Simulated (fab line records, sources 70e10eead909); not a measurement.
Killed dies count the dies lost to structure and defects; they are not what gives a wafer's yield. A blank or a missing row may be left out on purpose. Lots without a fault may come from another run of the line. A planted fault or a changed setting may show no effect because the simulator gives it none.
Struck lot and sound lot, side by side	flow nand harc	24 out of 1302 route steps
Sound: the wafers L438.2, L438.5, L438.6. Struck: wafers L445.2, L445.5, L445.6. The cause is given at the end.
At each step with rows: each side's tool, then ch and its chambers, then its first start. Under that, the readings that differ: sound wafers	struck wafers	difference of the means	sigmas: that difference in standard deviations of wafers without a fault.
alike: same words and numbers on both sides, and readings whose means sit less than 2 such deviations apart. not compared: any withheld reading, any reading some wafer has no value for, any bound like >300 that may hide the same value, and any number with overlapping values for which the record gives no deviation.
Wherever a step has rows on one side only, a row that says differs or no value, or a row with sigmas, the two part there. Numbers that don't overlap but have no deviation are shown without sigmas and don't part them. A reading missing from all wafers of one side parts the sides only when that side holds two or more wafers.

NHARC_P_M0_INSPECT_27:
  sound: defect inspect-01 at day 8 22:02; struck: defect inspect-01 at day 12 06:32
  alike: raw defect count
NHARC_P_M0_PRE_CLEAN_31: time 12 s.
  sound on pecvd-01 ch 0,1,2, day 8 22:07; struck on pecvd-03 ch 0,1,2, day 12 06:37
  alike: heater power w
NHARC_P_M0_DEP_32: deposits SiCN, target thk 30 nm.
  sound on pecvd-01 ch 0,1,2, day 8 22:13; struck on pecvd-03 ch 0,1,2, day 12 06:44
  alike: heater power w
then, 8 steps without rows for these wafers: NHARC_P_M1_DEP_00 (deposits SiOC, target thk 182.5 nm); NHARC_P_M1_DEHYDRATE_01 (time 120 s); NHARC_P_M1_HMDS_02 (time 30 s); NHARC_P_M1_COAT_34 (time 65 s); NHARC_P_M1_COAT_03 (resist thk 90 nm); NHARC_P_M1_SOFTBAKE_04 (time 55 s); NHARC_P_M1_EBR_05; NHARC_P_M1_EXPOSE_06 (exposes mask P M1, target cd 130 nm).
NHARC_P_M1_PEB_07: peb time 65 s.
  sound on litho track-06 ch 0, day 8 23:19; struck on litho track-06 ch 0, day 12 07:50
reading	sound	struck	difference	sigmas
heater power total W (W)	157.0 156.8 156.7	176.3 176.4 175.0	+19.1	+48
then, 1 step without rows for these wafers: NHARC_P_M1_DEVELOP_08 (develop time 35 s).
NHARC_P_M1_CD_MEAS_09: target cd 130 nm.
  sound on cd sem-02 ch 0, day 8 23:24; struck on cd sem-02 ch 0, day 12 07:55
reading	sound	struck	difference	sigmas
cd nm (nm)	129.5 130.2 129.3	122.7 122.3 122.9	-7.0	-7
NHARC_P_M1_OVL_MEAS_10: pitch 260 nm.
  sound: overlay-01 at day 8 23:29; struck: overlay-01 at day 12 08:00
  alike: overlay x nm, overlay y nm
NHARC_P_M1_INSPECT_11:
  sound: defect inspect-01 at day 8 23:32; struck: defect inspect-01 at day 12 08:02
  alike: raw defect count
NHARC_P_M1_DESCUM_14: chemistry O2, time 3 s.
  sound on rie diel-03 ch 2,3, day 8 23:35; struck on rie diel-03 ch 0,1,2, day 12 08:07
reading	sound	struck	difference	sigmas
model.P_M1.cd nm (nm)	130.3 130.4 130.1	122.4 122.4 122.2	-7.9	
  alike: drypump motor current A, o2 flow sccm, oes product au, rf vpp V, showerhead plenum p Torr, throttle valve pct
  not compared: rf hours counter h
NHARC_P_M1_ETCH_35: etches the open film in N2/H2, target depth 40 nm, overetch 12 nm, time 43.94 s.
  sound on rie diel-03 ch 0,2,3, day 8 23:41; struck on rie diel-03 ch 0,2, day 12 08:13
  alike: bias w, drypump motor current A, h2 flow sccm, oes product au, rf vpp V, showerhead plenum p Torr, throttle valve pct
  not compared: rf hours counter h
NHARC_P_M1_ETCH_15: etches the open film in C4F8/Ar, target depth 182.5 nm, time 91.2 s.
  sound: rie diel-03 ch 0,1,3; struck: rie diel-03 ch 0,1,2
  alike: bias w, oes product au, rf vpp V
  not compared: rf hours counter h
NHARC_P_M1_CD_MEAS_16:
  sound: cd sem-01 at day 8 23:53; struck: cd sem-01 at day 12 08:27
reading	sound	struck	difference	sigmas
cd nm (nm)	131.1 130.3 129.9	123.1 123.4 121.6	-7.7	-6
NHARC_P_M1_STRIP_18: strips in N2/H2.
  sound on rie diel-12 ch 1,2, day 8 23:59; struck on rie diel-06 ch 1,2, day 12 08:31
reading	sound	struck	difference	sigmas
rf vpp V (V)	90.2 89.7 88.5	91.9 91.2 92.2	+2.3	+3
  alike: drypump motor current A, h2 flow sccm, oes product au, showerhead plenum p Torr, throttle valve pct
  not compared: rf hours counter h
NHARC_P_M1_ETCH_28: etches the open film in CF4/N2, target depth 30 nm, time 72.99 s.
  sound: rie diel-12 ch 0,1,2; struck: rie diel-06 ch 1,2,3
reading	sound	struck	difference	sigmas
model.P_M1.cd nm (nm)	131.7 130.7 130.8	122.1 123 121.6	-8.8	
  alike: bias w, drypump motor current A, oes product au, rf vpp V, showerhead plenum p Torr, throttle valve pct
  not compared: rf hours counter h
then, 1 step without rows for these wafers: NHARC_P_M1_STRIP_19 (strips in post etch residue remover, time 600 s).
NHARC_END_SORT_01:
  the record has rows for the sound wafers here (prober-01 ch 0, day 27 15:46) and none for the struck ones

== WHERE THEY PART ==
At NHARC_P_M1_PEB_07 first; at NHARC_END_SORT_01 last (within this record only).

WHY: the cause the simulator had injected
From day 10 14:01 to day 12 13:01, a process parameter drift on litho track-06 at NHARC_P_M1_PEB_07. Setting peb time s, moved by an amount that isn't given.
